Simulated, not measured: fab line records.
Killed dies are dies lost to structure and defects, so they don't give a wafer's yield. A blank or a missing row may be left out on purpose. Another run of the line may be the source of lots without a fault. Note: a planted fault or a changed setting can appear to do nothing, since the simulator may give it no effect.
fab line records	flow nandHarc
record: lots: 13	wafers: 39	lastDay: 32
route steps=1302 shown A_CHANNEL_HOLE_D2@571 A_CHANNEL_FILL_D2@620 END@1302
lots untouched by any fault: they come from a run of this same line in which no faults occurred
startH: hours from the record's opening day to when the first of the lot's shown wafers began	waitH: hours since the lot's step before	" the same as in the row above	L1.1+2: several wafers, shown together as one row	- either no value or no given start	* or withheld: withheld	< > ~ a bound
route shown NAME@n: NAME is a module with steps in the file, n the number in the route of the first one	usual: mean and standard deviation over wafers with no fault	same: alike in all rows	chamber/n: place in a boat	sites: each site's reading	_std_site: the values' standard deviation	_edge_site: inner sites' mean taken away from outer sites' mean	radiusMm: how far each site lies from the wafer's centre	mask NAME#n: copy n	behind: the tool/chamber that last shaped the wafer	hold: why the lot went on hold/how many hours it stayed there/how the hold came to an end	device: whichever transistor did not switch (one of n, p or np)	end of line: at the end of the route, the tests of the same wafers	where a step has no rows: the recipe by itself	killed: the dies lost at the first sort to structure and to defects; this is not the yield of the wafer	map: dies across one wafer; x = killed, . = not, _ = none there
set.NAME: the run value of the setting; set.NAME@STEP: its run value at that earlier step	model.NAME: the simulator's own value behind a step, which no gauge read
route steps across a sampled set of lots; one table per step, one row per wafer
services: a tool's chamber out of use, with start hour (startH, from the record's first day; less than 0 if before it), hours out, and reason
== steps ==
step: NHARC_A_CHANNEL_HOLE_D2_DEP_01
recipe: targetThkA: 1400	targetThkNm: 140	tempC: 400	pressureTorr: 3.5	flowSccm: 200	rfW: 350	material: SiON
usual: heaterPowerW: 743/95
lot.wafer	tool	chamber	startH	waitH	heaterPowerW
L649.3	pecvd-04	0	291.85	1.0	682
L649.2	"	2	"	"	902
L649.4	"	1	"	"	788
L652.2	pecvd-02	1	324.52	1.3	811
L652.3	"	2	"	"	592
L652.4	"	2	"	"	605
L653.3	pecvd-03	2	324.74	1.0	854
L653.6	"	1	"	"	641
L653.4	"	2	"	"	872
L654.3	pecvd-03	0	333.10	1.0	594
L654.1	"	2	"	"	815
L654.6	"	0	"	"	607
L656.3	pecvd-03	2	356.17	1.0	782
L656.1	"	0	"	"	637
L656.5	"	1	"	"	606
L659.1	pecvd-02	0	381.93	1.6	704
L659.3	"	1	"	"	900
L659.4	"	1	"	"	901
L662.1	pecvd-04	0	415.73	1.6	626
L662.6	"	2	"	"	881
L662.4	"	1	"	"	793
L666.3	pecvd-04	2	472.52	1.0	927
L666.4	"	2	"	"	925
L666.5	"	0	"	"	689
L667.1	pecvd-04	0	473.06	1.6	661
L667.3	"	1	"	"	779
L667.5	"	0	"	"	650
L668.3	pecvd-02	0	486.15	1.0	644
L668.2	"	2	"	"	727
L668.6	"	0	"	"	659
L671.3	pecvd-02	2	499.70	1.0	783
L671.6	"	2	"	"	757
L671.5	"	0	"	"	703
L669.3	pecvd-02	2	499.96	1.0	729
L669.1	"	0	"	"	714
L669.4	"	2	"	"	738
L672.1	pecvd-02	1	519.69	1.7	881
L672.3	"	2	"	"	694
L672.4	"	2	"	"	701
step: NHARC_A_CHANNEL_HOLE_D2_INSPECT_12
usual: rawDefectCount: 29/23
lot.wafer	tool	chamber	startH	waitH	rawDefectCount
L649.2	defectInspect-01	-	292.70	0.0	7
L649.3	"	-	"	"	6
L649.4	"	-	"	"	9
L652.2	defectInspect-02	-	325.33	0.0	65
L652.3	"	-	"	"	49
L652.4	"	-	"	"	60
L653.3	defectInspect-01	-	325.53	0.0	2
L653.4	"	-	"	"	8
L653.6	"	-	"	"	6
L654.1	defectInspect-02	-	333.82	0.0	8
L654.3	"	-	"	"	6
L654.6	"	-	"	"	8
L656.1	defectInspect-02	-	356.88	0.0	55
L656.3	"	-	"	"	57
L656.5	"	-	"	"	63
L659.1	defectInspect-02	-	382.77	0.0	60
L659.3	"	-	"	"	54
L659.4	"	-	"	"	51
L662.1	defectInspect-01	-	416.54	0.0	10
L662.4	"	-	"	"	11
L662.6	"	-	"	"	16
L666.3	defectInspect-01	-	473.21	0.0	13
L666.4	"	-	"	"	17
L666.5	"	-	"	"	19
L667.1	defectInspect-01	-	473.76	0.0	70
L667.3	"	-	"	"	41
L667.5	"	-	"	"	55
L668.2	defectInspect-01	-	486.99	0.0	21
L668.3	"	-	"	"	23
L668.6	"	-	"	"	23
L671.3	defectInspect-02	-	500.40	0.0	6
L671.5	"	-	"	"	4
L671.6	"	-	"	"	6
L669.1	defectInspect-02	-	500.80	0.0	19
L669.3	"	-	"	"	27
L669.4	"	-	"	"	25
L672.1	defectInspect-02	-	520.51	0.0	4
L672.3	"	-	"	"	0
L672.4	"	-	"	"	7
step: NHARC_A_CHANNEL_FILL_D2_ETCHBACK_20
recipe: targetDepthA: 270	timeS: 13.5	c4f8FlowSccm: withheld	o2FlowSccm: 8	arFlowSccm: withheld	rfW: 600	biasW: 1500	chemistry: C4F8/O2/Ar
usual: oesProductAu: 0.988/0.024	rfVppV: 978/6.2	runLengthS: 34.6/0.36
lot.wafer	tool	chamber	startH	waitH	oesProductAu	rfHoursCounterH	rfVppV	runLengthS
L649.2	rieDiel-04	1	324.60	-	0.993	21	976	34.2
L649.3	"	2	"	"	1.017	22	986	35.4
L649.4	"	3	"	"	1.013	21	975	34.4
L652.2	rieDiel-05	1	361.26	-	0.936	2	972	34.5
L652.4	"	2	"	"	0.923	3	982	34.0
L652.3	"	3	"	"	0.915	3	973	35.0
L653.3	rieDiel-08	0	361.26	-	0.997	4	975	34.2
L653.4	"	1	"	"	0.986	5	972	34.7
L653.6	"	0	"	"	0.999	-	974	34.4
L654.1	rieDiel-05	0	367.28	-	0.967	3	988	34.5
L654.3	"	1	"	"	0.965	2	971	34.1
L654.6	"	3	"	"	0.933	-	971	34.9
L656.3	rieDiel-08	0	387.52	-	0.988	0	974	34.3
L656.1	"	1	"	"	0.973	0	972	34.8
L656.5	"	2	"	"	0.999	-	987	34.7
L659.3	rieDiel-08	0	414.81	-	0.992	1	977	27.8
L659.1	"	2	"	"	0.995	1	988	34.5
L659.4	"	3	"	"	0.988	1	977	34.8
L662.1	rieDiel-08	3	447.52	-	0.991	2	977	34.8
L662.4	"	0	"	"	0.980	-	974	27.6
L662.6	"	2	"	"	0.984	-	987	34.8
L667.3	rieDiel-05	0	508.38	-	0.993	2	987	34.9
L667.1	"	3	"	"	1.020	2	972	35.0
L667.5	"	0	"	"	1.000	-	989	34.6
L666.3	rieDiel-04	2	508.38	-	1.013	24	985	35.4
L666.4	"	3	"	"	1.008	27	974	34.1
L666.5	"	3	"	"	1.018	-	972	34.1
L668.2	rieDiel-08	1	522.32	-	0.981	4	974	34.5
L668.3	"	0	"	"	0.993	4	975	34.4
L668.6	"	2	"	"	0.984	-	988	34.5
L671.3	rieDiel-08	1	532.69	-	0.947	4	974	35.0
L671.6	"	0	"	"	0.945	-	974	34.9
L671.5	"	1	"	"	0.946	-	972	34.7
L669.1	rieDiel-05	1	536.73	-	0.999	3	972	34.7
L669.4	"	3	"	"	1.009	3	970	34.8
L669.3	"	0	"	"	1.006	3	988	34.9
L672.3	rieDiel-05	2	551.85	-	1.008	4	981	33.9
L672.4	"	0	"	"	0.987	3	988	35.1
L672.1	"	1	"	"	0.997	3	971	34.2
step: NHARC_A_CHANNEL_FILL_D2_ALD_25
recipe: targetThkA: 600	pulseTimeS: 10	aldCycles: 600	tempC: 300	material: SiOx
usual: heaterPowerW: 484/51	precursorPulseHeightRel: 0.995/0.02
same: aldCycles: 600
lot.wafer	tool	chamber	startH	waitH	heaterPowerW	precursorPulseHeightRel
L649.3	aldHk-04	0	339.76	3.7	515	1.022
L649.4	"	1	"	"	482	1.004
L649.2	"	3	341.60	5.6	484	0.952
L653.4	aldHk-02	3	375.37	0.0	458	0.982
L653.3	"	2	377.26	1.9	386	1.023
L653.6	"	0	378.51	3.2	444	0.973
L652.3	aldHk-04	2	375.38	0.1	563	1.000
L652.2	"	0	376.62	1.3	507	0.970
L652.4	"	1	"	"	477	0.994
L654.3	aldHk-03	0	379.81	0.7	442	1.007
L654.1	"	2	381.02	1.9	465	0.969
L654.6	"	3	"	"	482	1.004
L656.3	aldHk-02	2	398.76	0.0	376	0.999
L656.1	"	3	"	"	452	0.992
L656.5	"	3	401.77	3.1	452	1.002
L659.1	aldHk-03	0	426.79	0.1	447	1.020
L659.4	"	2	428.02	1.3	456	1.027
L659.3	"	3	"	"	507	0.995
L662.4	aldHk-03	2	460.49	1.3	462	1.019
L662.1	"	0	462.95	3.7	460	0.980
L662.6	"	2	465.41	6.2	463	1.000
L666.4	aldHk-02	1	520.35	0.0	482	1.018
L666.3	"	3	521.56	1.3	459	1.053
L666.5	"	2	523.38	3.1	381	0.991
L667.1	aldHk-03	1	520.35	0.1	566	1.012
L667.3	"	0	522.19	1.9	462	0.980
L667.5	"	2	523.41	3.1	445	1.012
L668.3	aldHk-04	0	536.22	0.7	487	0.988
L668.2	"	1	"	"	517	0.994
L668.6	"	0	538.69	3.1	505	1.004
L671.3	aldHk-03	1	545.85	1.3	541	0.979
L671.5	"	3	547.08	2.5	518	0.979
L671.6	"	0	"	"	459	0.954
L669.3	aldHk-03	0	548.69	0.0	455	1.000
L669.1	"	1	"	"	541	0.974
L669.4	"	3	550.50	1.9	513	1.026
L672.4	aldHk-02	0	563.35	0.0	475	0.957
L672.3	"	1	"	"	486	1.036
L672.1	"	2	"	"	403	0.994
step: NHARC_END_SORT_01
recipe: tempC: 25
usual: killedAtArray: 54/12	killedAtOther: 0.7/1.1	killedAtPeriphery: 3.9/2.8	killedDies: 59/13	killedOpen: 3.4/2	killedShort: 2.5/1.7
same: grossDies: 677
lot.wafer	tool	chamber	startH	waitH	hold	killedAtArray	killedAtOther	killedAtPeriphery	killedDies	killedOpen	killedShort
L659.1	prober-02	0	651.82	2.5	awaitDispo/1.6h/release	61	0	3	64	4	2
L659.3	prober-02	0	653.43	3.1	awaitDispo/1.6h/release	672	1	4	677	3	3
L659.4	prober-02	0	654.23	3.4	awaitDispo/1.6h/release	55	0	4	59	2	2
L662.1	prober-02	0	680.23	2.5	awaitDispo/6.0h/release	38	0	1	39	2	3
L662.4	prober-02	0	682.61	3.4	awaitDispo/6.0h/release	669	4	4	677	3	5
L662.6	prober-02	0	684.19	4.0	awaitDispo/6.0h/release	30	0	6	36	3	2
L668.2	prober-01	0	753.06	2.8	-	50	0	3	53	6	6
L668.3	prober-01	0	753.84	3.1	-	45	1	9	55	1	4
L668.6	prober-01	0	756.18	3.9	-	48	3	7	58	1	0
killed by level:class
L659.1 A_CHANNEL_HOLE_D1:chamberFilmFlake=28 A_CHANNEL_HOLE_D2:chamberFilmFlake=18 A_CHANNEL_FILL_D1:chamberFilmFlake=4 A_DECK1_JOINT:geometricParticle:open=2 A_CHANNEL_FILL_D2:chamberFilmFlake=2 A_CHANNEL_FILL_D1:geometricParticle:open=1 A_DECK1_JOINT:geometricParticle:short=1 A_ONON_D2:geometricParticle:open=1
L659.3 A_CHANNEL_FILL_D2:areaEtchback=620 A_CHANNEL_HOLE_D1:chamberFilmFlake=25 A_CHANNEL_HOLE_D2:chamberFilmFlake=13 A_CONTACT:chamberFilmFlake=3 P_CONTACT:chamberFilmFlake=2 A_CHANNEL_FILL_D1:chamberFilmFlake=2 A_STAIRCASE:chamberFilmFlake=2 A_SOURCE_PLATE:geometricParticle:short=1
L659.4 A_CHANNEL_HOLE_D1:chamberFilmFlake=27 A_CHANNEL_HOLE_D2:chamberFilmFlake=14 P_GATE:chamberFilmFlake=3 A_SLIT:chamberFilmFlake=3 A_CHANNEL_FILL_D1:chamberFilmFlake=2 A_CONTACT:chamberFilmFlake=2 A_CHANNEL_FILL_D1:geometricParticle:short=1 A_CHANNEL_FILL_D1:geometricParticle:open=1
L662.1 A_CHANNEL_HOLE_D2:chamberFilmFlake=19 A_CHANNEL_HOLE_D1:chamberFilmFlake=5 A_WL_FILL:chamberFilmFlake=5 A_STAIRCASE:chamberFilmFlake=3 A_CHANNEL_HOLE_D1:geometricParticle:short=1 A_CHANNEL_FILL_D2:geometricParticle:short=1 A_SGD_CUT:geometricParticle:open=1 A_WL_FILL:geometricParticle:short=1
L662.4 A_CHANNEL_FILL_D2:areaEtchback=625 A_CHANNEL_HOLE_D2:chamberFilmFlake=19 A_CHANNEL_HOLE_D1:chamberFilmFlake=7 A_SLIT:chamberFilmFlake=7 P_CONTACT:chamberFilmFlake=3 THIN_TSV:chamberFilmFlake=3 A_CHANNEL_FILL_D1:geometricParticle:short=2 A_STAIRCASE:chamberFilmFlake=2
L662.6 A_CHANNEL_HOLE_D2:chamberFilmFlake=13 A_CHANNEL_HOLE_D1:chamberFilmFlake=6 P_CONTACT:chamberFilmFlake=4 A_SLIT:chamberFilmFlake=4 A_WL_FILL:chamberFilmFlake=3 P_M1:geometricParticle:open=1 A_ONON_D1:geometricParticle:short=1 A_CHANNEL_HOLE_D1:geometricParticle:open=1
L668.2 A_SLIT:chamberFilmFlake=24 A_CHANNEL_HOLE_D1:chamberFilmFlake=5 A_CONTACT:chamberFilmFlake=5 A_ONON_D2:geometricParticle:short=3 A_CHANNEL_FILL_D1:geometricParticle:open=2 A_CHANNEL_FILL_D2:geometricParticle:short=2 A_CONTACT:geometricParticle:open=2 P_CONTACT:geometricParticle:open=1
L668.3 A_SLIT:chamberFilmFlake=16 A_CHANNEL_HOLE_D1:chamberFilmFlake=10 A_STAIRCASE:chamberFilmFlake=5 P_BONDPAD:chamberFilmFlake=4 A_CONTACT:chamberFilmFlake=4 P_STI:chamberFilmFlake=2 P_GATE:chamberFilmFlake=2 A_WL_FILL:chamberFilmFlake=2
L668.6 A_SLIT:chamberFilmFlake=27 A_CHANNEL_HOLE_D1:chamberFilmFlake=7 A_CONTACT:chamberFilmFlake=5 P_GATE:chamberFilmFlake=4 A_STAIRCASE:chamberFilmFlake=3 THIN_TSV:chamberFilmFlake=3 A_WL_FILL:chamberFilmFlake=2 A_WL_FILL:geometricParticle:open=1
== services ==
tool	chamber	startH	hours	kind
pecvd-04	-	269.12	13.0	pm
rieDiel-05	1	306.42	2.3	repair
aldHk-02	-	349.95	10.0	pm
pecvd-03	-	366.93	13.0	pm
rieDiel-08	-	367.80	9.0	pm
pecvd-02	1	373.11	2.2	repair
aldHk-02	-	387.72	1.7	repair
aldHk-03	-	392.02	10.0	pm
rieDiel-05	-	406.60	9.0	pm
pecvd-02	-	408.16	13.0	pm
rieDiel-08	3	408.57	4.6	repair
rieDiel-05	2	433.32	5.8	repair
rieDiel-08	1	444.38	6.2	repair
rieDiel-08	-	448.75	5.8	repair
pecvd-04	-	450.12	13.0	pm
rieDiel-05	1	469.06	2.0	repair
pecvd-03	1	479.31	8.4	repair
pecvd-04	-	501.22	1.2	repair
pecvd-03	0	504.16	5.4	repair
rieDiel-05	1	521.31	8.0	repair
aldHk-02	-	527.95	10.0	pm
rieDiel-08	-	544.80	9.0	pm
pecvd-02	-	552.46	1.6	repair
rieDiel-05	-	557.33	0.3	repair
== key ==
firstSign: step: NHARC_A_CHANNEL_FILL_D2_ETCHBACK_20	reading: runLengthS	direction: down	sigmas: 19	usual: *	struck: *
effect: step: NHARC_END_SORT_01	reading: killedAtArray	direction: up	sigmas: 50	usual: 54	struck: 670
moreKillsBornAt: NHARC_A_CHANNEL_FILL_D2_ETCHBACK_20@rieDiel-08: 1245
metAt NHARC_A_CHANNEL_FILL_D2_ETCHBACK_20
struckLots L659,L662
struckWafers L659.3,L662.4
laterRowsLeftOut L659.3,L662.4
testerLeftOut L659,L662
notActingAt NHARC_A_CHANNEL_HOLE_D2_DEP_01,NHARC_A_CHANNEL_HOLE_D2_INSPECT_12,NHARC_A_CHANNEL_FILL_D2_ALD_25
onsetBetween 387.52 414.81
fault: kind: processParameterDrift	tool: rieDiel-08	chamber: 0	onsetH: 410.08	steps: NHARC_A_CHANNEL_FILL_D2_ETCHBACK_20	channel: timeS	offset: *	shape: step	endH: 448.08	actsIn: *	stated: *
testerLeftOut: of these lots the tester's yield and bins aren't shown, on N5 and GAA mostly nor the transistor test; their killed dies are dies lost to structure and defects alone, not to doping, threshold or leakage, so they don't give the yield
laterRowsLeftOut: the simulator's readings of these wafers behind a module that went badly wrong aren't trusted and aren't shown, but for the sort
